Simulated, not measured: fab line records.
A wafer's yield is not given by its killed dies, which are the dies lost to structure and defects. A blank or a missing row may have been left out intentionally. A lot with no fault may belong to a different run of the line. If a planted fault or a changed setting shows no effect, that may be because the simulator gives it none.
Matching of chambers | flow nandHarc | NHARC_A_WL_FILL_ALD_10 on aldHk-03 has 4 sister chambers
The step deposits SiO2, target thk 50 nm, pulse time 10 s, ald cycles 500. 8 wafers are shown with their chamber, then 8 later ones without.

## WAFERS, EACH WITH ITS CHAMBER
wafer  | chamber | heaterPowerW (W) | susceptorTempC (C)
L076.5 | 2       | 503              | 300.38
L082.3 | 0       | 622              | 299.95
L082.4 | 3       | 436              | 299.94
L082.5 | 0       | 621              | 299.96
L085.1 | 2       | 493              | 300.12
L085.3 | 3       | 446              | 300.16
L085.4 | 1       | 457              | 299.63
L089.2 | 1       | 452              | 300.13

## WAFERS WITH NO CHAMBER GIVEN
wafer  | heaterPowerW (W) | susceptorTempC (C)
L089.1 | 431              | 300.04
L089.6 | 441              | 300.58
L093.1 | 592              | 300.15
L093.2 | 455              | 300.09
L093.5 | 435              | 299.77
L095.2 | 606              | 300.28
L095.4 | 536              | 300.04
L095.5 | 609              | 300.29

## WHICH CHAMBER EACH ONE RAN IN
wafer  | from the rows above     | in truth
L089.1 | 3                       | 3
L089.6 | can't be placed: 3 or 1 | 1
L093.1 | 0                       | 0
L093.2 | can't be placed: 1 or 3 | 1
L093.5 | can't be placed: 3 or 1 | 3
L095.2 | 0                       | 0
L095.4 | 2                       | 2
L095.5 | 0                       | 0
Correct placement for 5 of the 8. These rows do not allow placing 3 (true chamber among the candidates in 3). Wrongly placed: 0.
How it was worked out, from the rows above alone: a wafer's distance from a chamber is the root of the sum, over the readings, of the square of ((its reading less the chamber's mean) divided by the reading's scatter). If the next closest chamber is less than 2 further off than the closest, the wafer can't be placed; otherwise it belongs to the closest. The mean given for a chamber averages the wafers shown for that chamber. The scatter: take each reading less its chamber's mean, square it, sum over the shown wafers, divide by the number of wafers less the number of chambers, and take the root.
